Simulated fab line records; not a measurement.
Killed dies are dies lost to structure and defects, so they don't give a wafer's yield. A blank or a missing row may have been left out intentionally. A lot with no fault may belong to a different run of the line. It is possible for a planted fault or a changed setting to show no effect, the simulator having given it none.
Split-lot study || flow n5-finfet || on a route of 1938 steps: 7 lots, 21 wafers read

== THE SPLIT ITSELF ==
At N5_PMOS_HMC_CHANNEL_EPI_PEB_07 (peb time 60 s), the setting peb-temp-c was moved away from the recipe's 110 C on 4 of the 21 wafers read, by -3.0% to +2.5%. This setting was run at the recipe's value on the other wafers.

== SPLIT TO READING: what lies between them in the file, 1 step ==
- N5_PMOS_HMC_CHANNEL_EPI_DEVELOP_08: develop time 30 s (also split here: develop-time-s)

== THE READING ==
cd-nm (nm) at N5_PMOS_HMC_CHANNEL_EPI_CD_MEAS_09, where the cd target is 237.4 nm. Typical for fault-free wafers on this fab line: 236.8 nm, with standard deviation 0.9 nm.

{"wafer": "L077.4", "tool, chamber at the split": "litho-track-04, 0", "peb-temp-c as run, C": 110, "against the recipe": "recipe", "cd-nm, nm": 236.8, "against lot-mates on the recipe": "-"}
{"wafer": "L077.5", "tool, chamber at the split": "litho-track-04, 0", "peb-temp-c as run, C": 110, "against the recipe": "recipe", "cd-nm, nm": 235.7, "against lot-mates on the recipe": "-"}
{"wafer": "L077.6", "tool, chamber at the split": "litho-track-04, 0", "peb-temp-c as run, C": 110, "against the recipe": "recipe", "cd-nm, nm": 236.8, "against lot-mates on the recipe": "-"}
{"wafer": "L081.1", "tool, chamber at the split": "litho-track-04, 0", "peb-temp-c as run, C": 110, "against the recipe": "recipe", "cd-nm, nm": 236.7, "against lot-mates on the recipe": "-"}
{"wafer": "L081.5", "tool, chamber at the split": "litho-track-04, 0", "peb-temp-c as run, C": 112.7, "against the recipe": "+2.5%", "cd-nm, nm": 244.8, "against lot-mates on the recipe": "+7.6"}
{"wafer": "L081.6", "tool, chamber at the split": "litho-track-04, 0", "peb-temp-c as run, C": 110, "against the recipe": "recipe", "cd-nm, nm": 237.8, "against lot-mates on the recipe": "-"}
{"wafer": "L083.3", "tool, chamber at the split": "litho-track-04, 0", "peb-temp-c as run, C": 110, "against the recipe": "recipe", "cd-nm, nm": 239.1, "against lot-mates on the recipe": "-"}
{"wafer": "L083.4", "tool, chamber at the split": "litho-track-04, 0", "peb-temp-c as run, C": 106.7, "against the recipe": "-3.0%", "cd-nm, nm": 227.3, "against lot-mates on the recipe": -10.7}
{"wafer": "L083.6", "tool, chamber at the split": "litho-track-04, 0", "peb-temp-c as run, C": 110, "against the recipe": "recipe", "cd-nm, nm": 236.9, "against lot-mates on the recipe": "-"}
{"wafer": "L084.4", "tool, chamber at the split": "litho-track-01, 0", "peb-temp-c as run, C": 110, "against the recipe": "recipe", "cd-nm, nm": 236.4, "against lot-mates on the recipe": "-"}
{"wafer": "L084.5", "tool, chamber at the split": "litho-track-01, 0", "peb-temp-c as run, C": 110, "against the recipe": "recipe", "cd-nm, nm": 235.3, "against lot-mates on the recipe": "-"}
{"wafer": "L084.6", "tool, chamber at the split": "litho-track-01, 0", "peb-temp-c as run, C": 110, "against the recipe": "recipe", "cd-nm, nm": 237.5, "against lot-mates on the recipe": "-"}
{"wafer": "L088.2", "tool, chamber at the split": "litho-track-04, 0", "peb-temp-c as run, C": 110, "against the recipe": "recipe", "cd-nm, nm": 237.3, "against lot-mates on the recipe": "-"}
{"wafer": "L088.5", "tool, chamber at the split": "litho-track-04, 0", "peb-temp-c as run, C": 110, "against the recipe": "recipe", "cd-nm, nm": 234.3, "against lot-mates on the recipe": "-"}
{"wafer": "L088.6", "tool, chamber at the split": "litho-track-04, 0", "peb-temp-c as run, C": 107.1, "against the recipe": "-2.6%", "cd-nm, nm": 226.2, "against lot-mates on the recipe": -9.6}
{"wafer": "L093.2", "tool, chamber at the split": "litho-track-01, 0", "peb-temp-c as run, C": 112.5, "against the recipe": "+2.3%", "cd-nm, nm": 242.2, "against lot-mates on the recipe": "+6.4"}
{"wafer": "L093.3", "tool, chamber at the split": "litho-track-01, 0", "peb-temp-c as run, C": 110, "against the recipe": "recipe", "cd-nm, nm": 235.0, "against lot-mates on the recipe": "-"}
{"wafer": "L093.5", "tool, chamber at the split": "litho-track-01, 0", "peb-temp-c as run, C": 110, "against the recipe": "recipe", "cd-nm, nm": 236.6, "against lot-mates on the recipe": "-"}
{"wafer": "L097.2", "tool, chamber at the split": "litho-track-05, 0", "peb-temp-c as run, C": 110, "against the recipe": "recipe", "cd-nm, nm": 236.0, "against lot-mates on the recipe": "-"}
{"wafer": "L097.4", "tool, chamber at the split": "litho-track-05, 0", "peb-temp-c as run, C": 110, "against the recipe": "recipe", "cd-nm, nm": 234.9, "against lot-mates on the recipe": "-"}
{"wafer": "L097.5", "tool, chamber at the split": "litho-track-05, 0", "peb-temp-c as run, C": 110, "against the recipe": "recipe", "cd-nm, nm": 237.0, "against lot-mates on the recipe": "-"}

FIT RESULTS
A straight line over all 21 wafers: cd-nm changes by +3.24 nm for each +1% of peb-temp-c; r = +0.95; the points scatter about the line by 1.2 nm.
The same after taking each lot's own level away (the mean of its wafers on the recipe; 21 wafers): +3.33 nm for each +1%; r = +0.97; scatter 0.94 nm.
The reading moves by 10 nm for the largest change in peb-temp-c, on that fit.
The lots' own levels span 235.80 to 238.00 nm, that is 2.4 times the standard deviation above.
The two slopes agree, so the slope changes little with the lot-to-lot level.
Check: for one of the wafers moved furthest among these (-3.0%), held out of the fit, the line's prediction against its lot-mates is -9.82 nm. Against them it came out at -10.7 nm.

== OTHER SPLITS APPLIED TO THESE WAFERS ==
Other splits were also applied to these wafers ahead of the reading. Each is held against what the fit with the lots' levels taken away leaves over:
{"other split on the same wafers": "N5_ZERO_LAYER_EXPOSE_08 dose-mj", "wafers away from the commonest value": 6, "r with cd-nm (lot level and that fit taken away)": "+0.22"}
{"other split on the same wafers": "N5_ZERO_LAYER_DEVELOP_10 develop-time-s", "wafers away from the commonest value": 8, "r with cd-nm (lot level and that fit taken away)": -0.11}
{"other split on the same wafers": "N5_PMOS_HMC_CHANNEL_EPI_DEVELOP_08 develop-time-s", "wafers away from the commonest value": 4, "r with cd-nm (lot level and that fit taken away)": "+0.38"}

== THE WHOLE CHAIN: every reading that the file lists as answering this split, in the file's order ==
{"step": "N5_PMOS_HMC_CHANNEL_EPI_CD_MEAS_09", "what it does": "target cd 237.4 nm", "reading": "cd-nm", "change (the file's fit)": "+3.34 nm for each +1% of the setting", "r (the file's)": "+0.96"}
{"step": "N5_PMOS_HMC_CHANNEL_EPI_DESCUM_14", "what it does": "chemistry O2, time 7.9 s", "reading": "PMOS_HMC_CHANNEL_EPI.cd-nm (the simulator's own value, which no gauge read)", "change (the file's fit)": "+3.36 nm for each +1% of the setting", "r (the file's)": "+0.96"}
{"step": "N5_PMOS_HMC_CHANNEL_EPI_ETCH_38", "what it does": "etches SiO2 in CF4, target depth 1.5 nm", "reading": "PMOS_HMC_CHANNEL_EPI.cd-nm (the simulator's own value, which no gauge read)", "change (the file's fit)": "+3.45 nm for each +1% of the setting", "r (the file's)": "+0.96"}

== THE FILE'S OWN FIT ==
cd-nm changes by +3.34 nm for each +1% of peb-temp-c, r = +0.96.
